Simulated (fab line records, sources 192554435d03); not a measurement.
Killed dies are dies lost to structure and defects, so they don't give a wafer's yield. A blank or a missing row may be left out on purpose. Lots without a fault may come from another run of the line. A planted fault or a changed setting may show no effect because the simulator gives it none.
fab line records | flow n5_finfet
record lots=13 wafers=37 last_day=17
route steps=1938 shown SDB@374 HKMG_FIN@400 PASSIVATION@1936
lots that met no fault: from a run of the same line without faults
start_h: hours from the record's first day to the start of the lot's first wafer shown | wait_h: hours since the lot's step before | " the same as in the row above | L1.1+2: a row that stands for several wafers | - no value, or no start given | * or withheld: withheld | < > ~ a bound
route shown NAME@n: a module of which the file shows steps, and the number in the route of the first | usual: mean/standard deviation of fault-free wafers | same: alike in all rows | chamber/n: place in a boat | sites: the reading at each site | _std_site: their standard deviation | _edge_site: outer sites' mean less inner sites' | radius_mm: how far each site lies from the wafer's centre | mask NAME#n: copy n | behind: the tool/chamber that last shaped the wafer | hold: why the lot was held/for how many hours/how that ended | device: the transistor (n, p or np) that didn't switch | end of line: the same wafers' tests at the end of the route | a step without rows: its recipe alone | killed: dies lost to structure and defects at the first sort, not the wafer's yield | map: a wafer's dies, x killed, . not, _ none there
set.NAME: the setting as run; set.NAME@STEP: as run at that earlier step | model.NAME: the simulator's own value behind a step, which no gauge read
steps of the route over a sample of lots; a table a step, a row a wafer
services: from which hour (start_h, from the record's first day; less than 0 if before it) a tool's chamber was out of use, for how many hours, and why
## steps
# step N5_SDB_CMP_30
# recipe stop_on=poly-Si t_overpolish_s=1.54 post_cmp_clean=alkaline_brush down_force_psi=4.1491 platen_rpm=51.796 pad_velocity_m_s=1.0306 target_thk_nm=30
# usual motor_current_A=12.6/1.1 overpolish_run_s=1.541/0.0099 slurry_flow_ml_min=150.0/0.48 time_to_endpoint_s=19/3.6
# columns lot.wafer tool chamber start_h wait_h motor_current_A overpolish_run_s slurry_flow_ml_min time_to_endpoint_s
L436.4 cmp-01 0 70.51 1.4 13.1 1.545 149.6 14
L436.3 " 2 " " 11.1 1.542 149.2 23
L436.5 " 1 " " 14.5 1.545 149.7 20
L437.4 cmp-01 0 74.35 0.1 12.2 1.534 149.8 11
L437.2 " 2 " " 10.3 1.559 149.3 19
L437.6 " 0 " " 12.7 1.542 150.1 13
L438.2 cmp-02 2 84.70 1.5 12.3 1.529 149.9 20
L438.5 " 0 " " 12.5 1.540 150.1 18
L438.6 " 1 " " 13.2 1.529 150.9 22
L439.2 cmp-04 2 85.63 1.4 13.3 1.531 150.3 13
L439.1 " 3 " " 11.8 1.541 148.7 17
L439.5 " 2 " " 13.7 1.539 150.6 13
L440.2 cmp-04 1 94.69 1.4 12.9 1.529 149.6 26
L440.1 " 0 " " 12.2 1.547 150.7 22
L440.6 " 2 " " 14.3 1.532 149.5 17
L441.4 cmp-02 1 98.01 1.4 13.4 1.539 149.9 21
L441.5 " 0 " " 13.0 1.562 149.3 15
L443.2 cmp-01 3 111.70 1.4 12.2 1.521 149.8 22
L443.4 " 0 " " 12.4 1.537 150.6 14
L443.6 " 2 " " 10.3 1.541 149.3 18
L446.2 cmp-01 3 133.08 1.5 12.4 1.548 150.1 22
L446.3 " 0 " " 13.0 1.541 150.2 12
L446.6 " 1 " " 13.6 1.548 150.2 20
L447.1 cmp-01 1 134.96 1.4 14.1 1.542 149.2 20
L447.6 " 1 " " 14.0 1.543 149.1 19
L449.1 cmp-01 2 149.20 1.4 11.0 1.514 150.2 17
L449.4 " 1 " " 14.8 1.529 149.9 21
L449.6 " 2 " " 11.1 1.562 150.4 18
L450.3 cmp-04 3 151.96 1.4 12.1 1.564 149.9 19
L450.1 " 0 " " 12.7 1.530 150.1 17
L450.6 " 0 " " 12.2 1.541 149.2 16
L452.2 cmp-02 3 164.92 1.5 12.4 1.561 150.2 15
L452.6 " 0 " " 12.6 1.550 150.5 15
L452.5 " 1 " " 13.6 1.550 150.6 22
L458.3 cmp-01 2 203.78 1.5 10.9 1.535 149.2 21
L458.6 " 1 " " 14.4 1.552 149.3 21
L458.5 " 2 " " 10.9 1.547 149.4 19
# step N5_SDB_THK_MEAS_31
# recipe reads=a-Si_of_DUMMY_GATE_CVD_03
# usual SDB_THK=64.4/1.3
# columns lot.wafer tool chamber start_h wait_h SDB_THK[nm]
L436.3 film_metro-01 - 70.80 - 65.4
L436.4 " - " " 67.0
L436.5 " - " " 64.2
L437.2 film_metro-01 - 74.61 - 63.6
L437.4 " - " " 66.4
L437.6 " - " " 66.7
L438.2 film_metro-01 - 84.92 - 63.9
L438.5 " - " " 64.7
L438.6 " - " " 63.4
L439.1 film_metro-01 - 85.89 - 64.3
L439.2 " - " " 64.9
L439.5 " - " " 66.1
L440.1 film_metro-01 - 94.99 - 62.1
L440.2 " - " " 65.0
L440.6 " - " " 61.4
L441.4 film_metro-01 - 98.27 - 65.2
L441.5 " - " " 65.0
L443.2 film_metro-01 - 111.96 - 63.4
L443.4 " - " " 66.5
L443.6 " - " " 62.6
L446.2 film_metro-01 - 133.30 - 63.5
L446.3 " - " " 66.1
L446.6 " - " " 63.3
L447.1 film_metro-01 - 135.22 - 63.0
L447.6 " - " " 65.1
L449.1 film_metro-01 - 149.50 - 64.1
L449.4 " - " " 63.9
L449.6 " - " " 63.1
L450.1 film_metro-01 - 152.26 - 63.8
L450.3 " - " " 65.1
L450.6 " - " " 64.1
L452.2 film_metro-01 - 165.10 - 64.2
L452.5 " - " " 64.3
L452.6 " - " " 61.8
L458.3 film_metro-01 - 204.03 - 65.2
L458.5 " - " " 64.9
L458.6 " - " " 62.3
# step N5_HKMG_FIN_INSPECT_61
# recipe mode=adi inspect_instrument=macro
# usual raw_defect_count=1.9/1.4
# columns lot.wafer tool chamber start_h wait_h raw_defect_count
L436.3 defect_inspect-02 - 72.40 0.0 0
L436.4 " - " " 1
L436.5 " - " " 2
L437.2 defect_inspect-01 - 76.12 0.0 0
L437.4 " - " " 2
L437.6 " - " " 4
L438.2 defect_inspect-02 - 86.42 0.0 1
L438.5 " - " " 3
L438.6 " - " " 2
L439.1 defect_inspect-02 - 87.37 0.0 2
L439.2 " - " " 0
L439.5 " - " " 2
L440.1 defect_inspect-02 - 96.60 0.0 3
L440.2 " - " " 1
L440.6 " - " " 2
L441.4 defect_inspect-01 - 99.88 0.0 2
L441.5 " - " " 1
L443.2 defect_inspect-01 - 113.72 0.0 2
L443.4 " - " " 2
L443.6 " - " " 2
L446.2 defect_inspect-02 - 135.16 0.0 1
L446.3 " - " " 3
L446.6 " - " " 3
L447.1 defect_inspect-01 - 136.83 0.0 0
L447.6 " - " " 2
L449.1 defect_inspect-01 - 151.11 0.0 0
L449.4 " - " " 0
L449.6 " - " " 4
L450.1 defect_inspect-01 - 154.02 0.0 2
L450.3 " - " " 2
L450.6 " - " " 2
L452.2 defect_inspect-02 - 166.84 0.0 0
L452.5 " - " " 3
L452.6 " - " " 0
L458.3 defect_inspect-02 - 205.93 0.0 1
L458.5 " - " " 5
L458.6 " - " " 2
# step N5_HKMG_FIN_CVD_62
# recipe material=a-Si target_thk_a=30 temp_c=500 precursor=Si2H6 pressure_torr=1 time_s=20.8
# usual heater_power_w=1481/110 susceptor_temp_C=500.00/0.25
# columns lot.wafer tool chamber start_h wait_h heater_power_w since_wet_clean_h susceptor_temp_C
L436.3 thermal_cvd_si-02 1 74.21 0.2 1419 - 500.25
L436.4 " 2 " " 1431 - 499.93
L436.5 " 1 " " 1448 - 499.82
L437.2 thermal_cvd_si-01 0 78.10 0.2 1340 133 500.09
L437.4 " 1 " " 1448 - 500.37
L437.6 " 0 " " 1342 - 500.20
L438.2 thermal_cvd_si-01 0 88.18 0.2 1360 143 500.08
L438.5 " 0 " " 1342 - 499.97
L438.6 " 1 " " 1463 - 500.20
L439.1 thermal_cvd_si-02 2 89.13 0.2 1457 873 499.80
L439.2 " 1 " " 1410 873 500.29
L439.5 " 1 " " 1460 - 500.34
L440.1 thermal_cvd_si-01 2 98.37 0.2 1681 153 500.38
L440.2 " 0 " " 1368 153 500.65
L440.6 " 1 " " 1454 - 499.91
L441.4 thermal_cvd_si-02 0 101.90 0.2 1481 - 499.93
L441.5 " 1 " " 1414 - 500.07
L443.2 thermal_cvd_si-02 1 115.68 0.2 1392 899 500.00
L443.4 " 0 " " 1479 - 500.07
L443.6 " 1 " " 1421 - 500.24
L446.2 thermal_cvd_si-01 0 136.92 0.2 1401 191 499.57
L446.3 " 2 " " 1734 191 499.94
L446.6 " 2 " " 1705 - 500.25
L447.1 thermal_cvd_si-02 1 138.59 0.2 1417 922 499.79
L447.6 " 1 " " 1442 - 499.84
L449.1 thermal_cvd_si-02 2 152.97 0.2 1415 936 499.56
L449.4 " 2 " " 1449 - 499.91
L449.6 " 0 " " 1435 - 500.11
L450.1 thermal_cvd_si-01 0 155.78 0.2 1461 210 512.90
L450.3 " 1 " " 1563 210 513.05
L450.6 " 2 " " 1825 - 512.85
L452.2 thermal_cvd_si-01 1 168.60 0.2 1558 223 513.27
L452.5 " 1 " " 1547 - 513.18
L452.6 " 2 " " 1860 - 513.32
L458.3 thermal_cvd_si-02 2 207.69 0.2 1442 991 499.74
L458.5 " 1 " " 1429 - 500.42
L458.6 " 2 " " 1455 - 499.71
# step N5_PASSIVATION_PROBE_49
# usual killed_at_M0_to_M3=35/11 killed_at_M4_up=13/5.7 killed_at_contacts=12/5.7 killed_at_front_end=40/11 killed_at_other=4/4.4 killed_dies=105/18 killed_open=68/14 killed_short=34/7.4
# same gross_dies=1180 killed_at_back_side=0
# columns lot.wafer tool chamber start_h wait_h killed_at_M0_to_M3 killed_at_M4_up killed_at_contacts killed_at_front_end killed_at_other killed_dies killed_open killed_short
L440.1 prober-01 - 282.14 0.0 35 13 27 56 2 133 111 21
L440.2 prober-01 - 282.19 0.1 34 20 19 49 3 125 80 42
L440.6 prober-01 - 282.39 0.3 26 12 6 43 2 89 69 20
L446.2 prober-01 - 320.56 0.1 30 9 13 48 2 102 72 28
L446.3 prober-01 - 320.61 0.1 26 10 5 62 1 104 77 26
L446.6 prober-01 - 320.76 0.3 28 11 10 35 0 84 63 20
L447.1 prober-02 - 332.75 0.0 16 9 3 27 5 60 38 22
L447.6 prober-02 - 333.00 0.3 11 15 12 30 1 69 46 22
L450.1 prober-02 - 356.17 0.0 34 17 10 50 1 112 76 34
L450.3 prober-02 - 356.27 0.1 51 17 6 43 3 120 75 42
L450.6 prober-02 - 356.42 0.3 41 7 15 34 6 103 66 37
L452.2 prober-02 - 367.64 0.1 25 16 11 55 6 113 70 34
L452.5 prober-02 - 367.79 0.2 34 13 9 67 0 123 73 41
L452.6 prober-02 - 367.84 0.3 27 10 22 32 0 91 57 34
# killed by level:class
L440.1 MOL_CONTACT_COAG:geometric_particle:open=24 STI_FIN_REVEAL:geometric_particle:open=18 FIN_SAQP:geometric_particle:open=16 BEOL_M2:geometric_particle:open=10 BEOL_M1:geometric_particle:open=9 FIN_SAQP:geometric_particle:short=6 BEOL_M0_SAQP:geometric_particle:open=6 BEOL_M0_SAQP:geometric_particle:short=5
L440.2 MOL_CONTACT_COAG:geometric_particle:open=14 FIN_SAQP:geometric_particle:short=11 STI_FIN_REVEAL:geometric_particle:open=11 BEOL_M1:geometric_particle:open=10 BEOL_M0_SAQP:geometric_particle:open=7 BEOL_M4:geometric_particle:open=7 BEOL_M0_SAQP:geometric_particle:short=6 MOL_CONTACT_COAG:geometric_particle:short=5
L440.6 STI_FIN_REVEAL:geometric_particle:open=16 DUMMY_GATE:geometric_particle:open=7 BEOL_M0_SAQP:geometric_particle:open=7 FIN_SAQP:geometric_particle:open=6 MOL_CONTACT_COAG:geometric_particle:open=6 BEOL_M0_SAQP:geometric_particle:short=6 BEOL_M3:geometric_particle:open=5 STI_FIN_REVEAL:geometric_particle:short=4
L446.2 STI_FIN_REVEAL:geometric_particle:open=22 MOL_CONTACT_COAG:geometric_particle:open=11 BEOL_M0_SAQP:geometric_particle:short=8 BEOL_M0_SAQP:geometric_particle:open=6 BEOL_M1:geometric_particle:open=6 DUMMY_GATE:geometric_particle:open=5 BEOL_M2:geometric_particle:open=5 FIN_SAQP:geometric_particle:open=4
L446.3 STI_FIN_REVEAL:geometric_particle:open=31 FIN_SAQP:geometric_particle:open=11 STI_FIN_REVEAL:geometric_particle:short=7 BEOL_M0_SAQP:geometric_particle:short=7 BEOL_M0_SAQP:geometric_particle:open=5 BEOL_M1:geometric_particle:open=5 DUMMY_GATE:geometric_particle:open=4 FIN_CUT:geometric_particle:short=3
L446.6 STI_FIN_REVEAL:geometric_particle:open=10 MOL_CONTACT_COAG:geometric_particle:open=9 BEOL_M2:geometric_particle:open=9 BEOL_M0_SAQP:geometric_particle:short=8 DUMMY_GATE:geometric_particle:open=7 BEOL_M0_SAQP:geometric_particle:open=6 BEOL_M5:geometric_particle:open=4 STARTING-WAFER:geometric_particle:open=4
L447.1 BEOL_M1:geometric_particle:open=8 FIN_SAQP:geometric_particle:short=7 FIN_SAQP:geometric_particle:open=5 BEOL_M4:geometric_particle:open=4 BEOL_M0_SAQP:geometric_particle:short=3 BEOL_M0_SAQP:geometric_particle:open=3 STARTING-WAFER:geometric_particle:open=3 STI_FIN_REVEAL:geometric_particle:open=2
L447.6 MOL_CONTACT_COAG:geometric_particle:open=10 BEOL_M4:geometric_particle:open=9 STI_FIN_REVEAL:geometric_particle:open=8 FIN_SAQP:geometric_particle:short=7 BEOL_M0_SAQP:geometric_particle:open=4 FIN_SAQP:geometric_particle:open=3 STI_FIN_REVEAL:geometric_particle:short=3 BEOL_M2:geometric_particle:open=3
L450.1 FIN_SAQP:geometric_particle:open=13 MOL_CONTACT_COAG:geometric_particle:open=9 FIN_SAQP:geometric_particle:short=8 STI_FIN_REVEAL:geometric_particle:open=8 BEOL_M3:geometric_particle:open=7 BEOL_M4:geometric_particle:open=7 ILD0:geometric_particle:short=6 BEOL_M0_SAQP:geometric_particle:short=6
L450.3 BEOL_M0_SAQP:geometric_particle:short=13 BEOL_M0_SAQP:geometric_particle:open=12 FIN_SAQP:geometric_particle:open=10 BEOL_M1:geometric_particle:open=10 BEOL_M4:geometric_particle:open=10 GATE_CUT:geometric_particle:short=9 BEOL_M2:geometric_particle:open=7 DUMMY_GATE:geometric_particle:open=6
L450.6 FIN_SAQP:geometric_particle:open=19 MOL_CONTACT_COAG:geometric_particle:open=11 BEOL_M3:geometric_particle:open=10 BEOL_M0_SAQP:geometric_particle:short=7 BEOL_M2:geometric_particle:open=7 BEOL_M0_SAQP:geometric_particle:open=6 FIN_SAQP:geometric_particle:short=5 BEOL_M0:geometric_particle:open=5
L452.2 FIN_SAQP:geometric_particle:open=13 BEOL_M4:geometric_particle:open=11 HKMG_FIN:area_etch=9 FIN_SAQP:geometric_particle:short=8 MOL_CONTACT_COAG:geometric_particle:open=8 BEOL_M1:geometric_particle:open=7 STI_FIN_REVEAL:geometric_particle:open=5 ILD0:geometric_particle:open=5
L452.5 FIN_SAQP:geometric_particle:short=14 BEOL_M1:geometric_particle:open=13 FIN_SAQP:geometric_particle:open=12 HKMG_FIN:area_etch=9 GATE_CUT:geometric_particle:short=8 STI_FIN_REVEAL:geometric_particle:open=7 MOL_CONTACT_COAG:geometric_particle:open=7 BEOL_M4:geometric_particle:open=7
L452.6 FIN_SAQP:geometric_particle:short=18 MOL_CONTACT_COAG:geometric_particle:open=17 BEOL_M1:geometric_particle:open=8 FIN_SAQP:geometric_particle:open=7 BEOL_M0_SAQP:geometric_particle:open=6 MOL_CONTACT_COAG:geometric_particle:short=5 BEOL_M0_SAQP:geometric_particle:short=4 BEOL_M4:geometric_particle:open=4
## services
# columns tool chamber start_h hours kind
cmp-02 - 52.29 0.9 repair
cmp-02 - 65.60 2.1 repair
thermal_cvd_si-02 0 68.20 8.4 repair
cmp-02 - 68.38 4.7 pm
thermal_cvd_si-02 - 77.65 0.6 repair
cmp-01 - 84.84 16.2 pm
thermal_cvd_si-02 - 85.98 2.8 pm
cmp-04 - 126.13 0.8 repair
cmp-04 - 133.17 4.0 pm
cmp-04 - 137.17 - consumable_replace:conditioner
cmp-04 - 137.17 - consumable_replace:pad
thermal_cvd_si-01 0 156.22 19.8 repair
thermal_cvd_si-01 - 182.17 2.8 pm
cmp-02 - 197.12 0.2 repair
cmp-04 - 205.68 3.3 repair
## key
first_sign step=N5_HKMG_FIN_CVD_62 reading=susceptor_temp_C direction=up sigmas=52 usual=* struck=*
effect none on later readings
met_at N5_HKMG_FIN_CVD_62
struck_lots L450,L452
tester_left_out L450,L452
not_acting_at N5_SDB_CMP_30,N5_SDB_THK_MEAS_31,N5_HKMG_FIN_INSPECT_61
onset_between 136.92 155.78
fault kind=process_parameter_drift tool=thermal_cvd_si-01 chamber=- onset_h=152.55 steps=N5_HKMG_FIN_CVD_62 channel=temp_c offset=* shape=step end_h=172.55 stated=*
# tester_left_out: of these lots the tester's yield and bins aren't shown, on N5 and GAA mostly nor the transistor test; their killed dies are dies lost to structure and defects alone, not to doping, threshold or leakage, so they don't give the yield
